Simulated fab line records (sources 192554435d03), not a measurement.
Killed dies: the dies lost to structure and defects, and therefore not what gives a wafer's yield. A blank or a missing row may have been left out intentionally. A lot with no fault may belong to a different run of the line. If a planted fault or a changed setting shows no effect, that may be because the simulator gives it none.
A lot that was struck, set against a sound lot :: flow n5Finfet :: 14 steps out of a route of 1938
Sound: these wafers, L546.1, L546.2, L546.5. Struck: wafer L558.5. (L558.1, L558.3 of the same lot were not struck and are left out.) The cause comes at the end.
Per side, at each step with rows, come the tool, then ch with its chambers, and then its first start. Under that, the readings that differ: sound wafers :: struck wafers :: difference of the means :: sigmas: that difference in standard deviations of wafers without a fault.
alike: same words and numbers on both sides, and readings whose means sit less than 2 such deviations apart. not compared: any withheld reading, any reading some wafer has no value for, any bound like >300 that may hide the same value, and any number with overlapping values for which the record gives no deviation.
The two part at a step that has a row with sigmas, a row that says differs or no value, or rows on one side only. Non-overlapping numbers with no deviation appear without sigmas and do not part them. Lack of a reading on every wafer of one side parts them only where that side has two or more wafers.

N5_BEOL_M6_CURE_75: cures SiCOH lowk, time 120 s.
  sound on uvCure-01 ch 2, day 9 22:22; struck on uvCure-03 ch 2, day 12 17:38
  alike: lampPowerPct, wafer_temp_C_max
then, 1 step without rows for these wafers: N5_BEOL_M6_DEGAS_44 (time 60 s).
N5_BEOL_M6_PRE_CLEAN_45: time 30 s.
  sound on pvdSputter-02 at day 9 22:58; struck on pvdSputter-01 at day 12 18:06
  alike: heaterPowerW
then, 1 step without rows for these wafers: N5_BEOL_M6_ALD_77 (deposits TaN, target thk 2 nm, pulse time 2 s, purge time 3 s).
N5_BEOL_M6_SURFACE_TREAT_79:
  sound on pvdSputter-03 at day 9 23:19; struck on pvdSputter-02 at day 12 18:35
  not compared: pressureMtorr, throttleValvePct
then, 1 step without rows for these wafers: N5_BEOL_M6_CVD_78 (deposits Co from CCTBA/H2, target thk 2 nm, time 142.3 s).
N5_BEOL_M6_SPUTTER_48: material Cu, target thk 10 nm, time 1.667 s.
  sound on pvdSputter-01 at day 9 23:29; struck on pvdSputter-02 at day 12 19:04
  alike: chamberPressurePa, throttleValvePct
then, 2 steps without rows for these wafers: N5_BEOL_M6_ECD_50 (material Cu, target thk 300 nm); N5_BEOL_M6_ANNEAL_51 (time 90 s).
N5_BEOL_M6_CMP_52: polishes, stops on SiCOH lowk, t overpolish 6.9 s, target thk 80 nm.
  sound on cmp-01 ch 0,1,2, day 10 00:45; struck on cmp-01 ch 0, day 12 19:47
reading: retainingRingPressureFrac
sound: 0.997 1.003 0.993
struck: 0.988
difference: -0.010
sigmas: -2
  alike: barrierFieldEndpointS, clearingPlatenRpm, headPressurePsi, motorCurrentA, overpolishRunS, timeToEndpointS
N5_BEOL_M6_THK_MEAS_53: measures by xrf.
  sound on filmMetro-02 at day 10 01:00; struck on filmMetro-01 at day 12 20:02
  alike: M6_THK
then, 1 step without rows for these wafers: N5_BEOL_M6_PRE_CLEAN_55 (time 15 s).
N5_BEOL_M6_DEP_56: deposits SiCN from 3MS/NH3, target thk 10 nm, time 17.5 s.
  sound on pecvd-01 ch 0,1, day 10 01:04; struck on pecvd-04 ch 1, day 12 20:06
reading: model.SiCN_of_BEOL_M6_DEP_56.thkNm (nm)
sound: 9.8 10 10
struck: 10.8
difference: +0.9
sigmas: 
  alike: showerheadPlenumPTorr, throttleValvePct
N5_BEOL_M6_RS_MEAS_57: a four-point-probe measurement.
  sound on filmMetro-01 at day 10 01:08; struck on filmMetro-02 at day 12 20:10
  alike: M6_RS

WHERE THEY PART
Only at N5_BEOL_M6_CMP_52, within this record. Later steps at which nothing parts them and some readings are alike: N5_BEOL_M6_THK_MEAS_53, N5_BEOL_M6_DEP_56, N5_BEOL_M6_RS_MEAS_57.

WHY: what had been put in by the simulator
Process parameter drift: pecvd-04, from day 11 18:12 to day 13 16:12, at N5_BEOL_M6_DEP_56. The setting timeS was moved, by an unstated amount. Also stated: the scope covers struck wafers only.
